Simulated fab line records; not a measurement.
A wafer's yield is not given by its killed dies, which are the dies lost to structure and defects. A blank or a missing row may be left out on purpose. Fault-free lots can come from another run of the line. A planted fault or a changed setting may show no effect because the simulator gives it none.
A lot that was struck, set against a sound lot :: flow nand-harc :: 19 steps out of a route of 1159
Sound: the wafers L191.2, L191.4, L191.5. Struck: wafer L188.4 (L188.2, L188.6, from the same lot, were not struck and are left out); the cause is given at the end.
Per side, at each step with rows, come the tool, then ch with its chambers, and then its first start. Under that, the readings that differ: sound wafers :: struck wafers :: difference of the means :: sigmas: that difference in standard deviations of wafers without a fault.
alike: words and numbers the same on both sides, and readings whose means are apart by under 2 such deviations; not compared: readings that were withheld, readings missing a value for some wafer, numbers with overlapping values and no deviation given by the record, and bounds like >300 which may hide the same value.
The two part at a step that has a row with sigmas, a row that says differs or no value, or rows on one side only. When numbers do not overlap yet have no deviation, they are printed without sigmas and do not part them. Lack of a reading on every wafer of one side parts them only where that side has two or more wafers.

NHARC_A_CHANNEL_HOLE_D1_ETCH_20: etches the open film in C4F8/O2/Ar, time 361.9 s, target depth 1600 nm.
  sound on har-etch-02 ch 1, day 12 08:49; struck on har-etch-01 ch 0, day 11 10:15
reading: drypump-motor-current-A (A)
sound: 6.6 6.7 6.7
struck: 5.5
difference: -1.2
sigmas: -2
  alike: showerhead-plenum-p-Torr, throttle-valve-pct
  not compared: rf-hours-counter-h
NHARC_A_CHANNEL_HOLE_D1_ETCH_21: etches the open film in C4F8/O2/Ar, time 514.3 s, target depth 1600 nm.
  sound on har-etch-02 ch 1, day 12 09:08; struck on har-etch-01 ch 0, day 11 10:34
reading: drypump-motor-current-A (A)
sound: 6.7 6.6 6.6
struck: 5.5
difference: -1.1
sigmas: -2
  alike: showerhead-plenum-p-Torr, throttle-valve-pct
  not compared: rf-hours-counter-h
then, 1 step without rows for these wafers: NHARC_A_CHANNEL_HOLE_D1_ETCH_22 (etches the open film in C4F8/O2/Ar, time 666.7 s, target depth 1600 nm).
NHARC_A_CHANNEL_HOLE_D1_ETCH_23: etches the open film in C4F8/O2/Ar, time 819 s, target depth 1600 nm.
  sound on har-etch-02 ch 1, day 12 10:08; struck on har-etch-01 ch 0, day 11 11:35
reading: drypump-motor-current-A (A)
sound: 6.6 6.6 6.6
struck: 5.5
difference: -1.1
sigmas: -2
  alike: showerhead-plenum-p-Torr, throttle-valve-pct
  not compared: rf-hours-counter-h
then, 1 step without rows for these wafers: NHARC_A_CHANNEL_HOLE_D1_ETCH_24 (etches the open film in C4F8/O2/Ar, time 906.2 s, target depth 1500 nm).
NHARC_A_CHANNEL_HOLE_D1_ETCH_25: etches the open film in C4F8/O2/Ar, time 1040.2 s, target depth 1500 nm.
  sound on har-etch-02 ch 1, day 12 11:36; struck on har-etch-01 ch 0, day 11 13:03
reading: drypump-motor-current-A (A)
sound: 6.7 6.6 6.7
struck: 5.5
difference: -1.2
sigmas: -2
  alike: showerhead-plenum-p-Torr, throttle-valve-pct
  not compared: rf-hours-counter-h
NHARC_A_CHANNEL_HOLE_D1_ETCH_26: etches the open film in C4F8/O2/Ar, time 224.1 s, target depth 300 nm.
  sound on har-etch-02 ch 1, day 12 12:29; struck on har-etch-01 ch 0, day 11 13:56
reading: drypump-motor-current-A (A)
sound: 6.7 6.6 6.6
struck: 5.5
difference: -1.1
sigmas: -2
  alike: bias-v, showerhead-plenum-p-Torr, throttle-valve-pct
  not compared: rf-hours-counter-h
then, 5 steps without rows for these wafers: NHARC_A_CHANNEL_HOLE_D1_ETCH_33 (etches the open film in C4F8/O2/Ar, time 90 s, target depth 400 nm); NHARC_A_CHANNEL_HOLE_D1_STRIP_41 (strips in N2/H2); NHARC_A_CHANNEL_HOLE_D1_STRIP_42 (strips in CF4/CHF3); NHARC_A_CHANNEL_HOLE_D1_STRIP_43 (strips in O2/COS); NHARC_A_CHANNEL_HOLE_D1_ETCH_44 (etches the open film in CF4/O2, target depth 140 nm, overetch 14 nm, time 77 s).
NHARC_A_CHANNEL_HOLE_D1_STRIP_27: strips in O2.
  sound on rie-diel-09 ch 1,2, day 12 13:32; struck on rie-diel-05 ch 0, day 11 15:02
reading: oes-product-au (a.u.)
sound: 0.994 0.974 0.972
struck: 1.008
difference: +0.028
sigmas: +2

reading: rf-vpp-V (V)
sound: 58.1 58.9 59.2
struck: 56.6
difference: -2.1
sigmas: -2

reading: showerhead-plenum-p-Torr (Torr)
sound: 3.65 3.72 3.72
struck: 3.35
difference: -0.35
sigmas: -2
  alike: drypump-motor-current-A, throttle-valve-pct
  not compared: rf-hours-counter-h
then, 2 steps without rows for these wafers: NHARC_A_CHANNEL_HOLE_D1_PRECLEAN_28 (cleans in SC1); NHARC_A_CHANNEL_HOLE_D1_SRD_29.
NHARC_A_CHANNEL_HOLE_D1_CD_MEAS_30:
  sound: cd-sem-03 at day 12 14:14; struck: cd-sem-03 at day 11 15:41
  alike: cd-nm
then, 1 step without rows for these wafers: NHARC_A_CHANNEL_HOLE_D1_XSEM_31.
NHARC_A_CHANNEL_HOLE_D1_INSPECT_40:
  sound: defect-inspect-01 at day 12 14:25; struck: defect-inspect-01 at day 11 16:02
reading: raw-defect-count
sound: 45 44 61
struck: 1252
difference: +1202
sigmas: +75
  not compared: hold
-- break in the record here, with 14 days between the starts of the struck wafers on either side (left off in module A_CHANNEL_HOLE_D1, picked up again in module END, where the first step shown is number 1159 on the route) --
NHARC_END_SORT_01:
  only the struck wafers appear in the record here, on prober-01 ch 0 at day 25 05:32; the sound ones have no rows

== WHERE THEY PART ==
At NHARC_A_CHANNEL_HOLE_D1_ETCH_20 first; at NHARC_END_SORT_01 last (within this record only).

WHY: what the simulator had put in
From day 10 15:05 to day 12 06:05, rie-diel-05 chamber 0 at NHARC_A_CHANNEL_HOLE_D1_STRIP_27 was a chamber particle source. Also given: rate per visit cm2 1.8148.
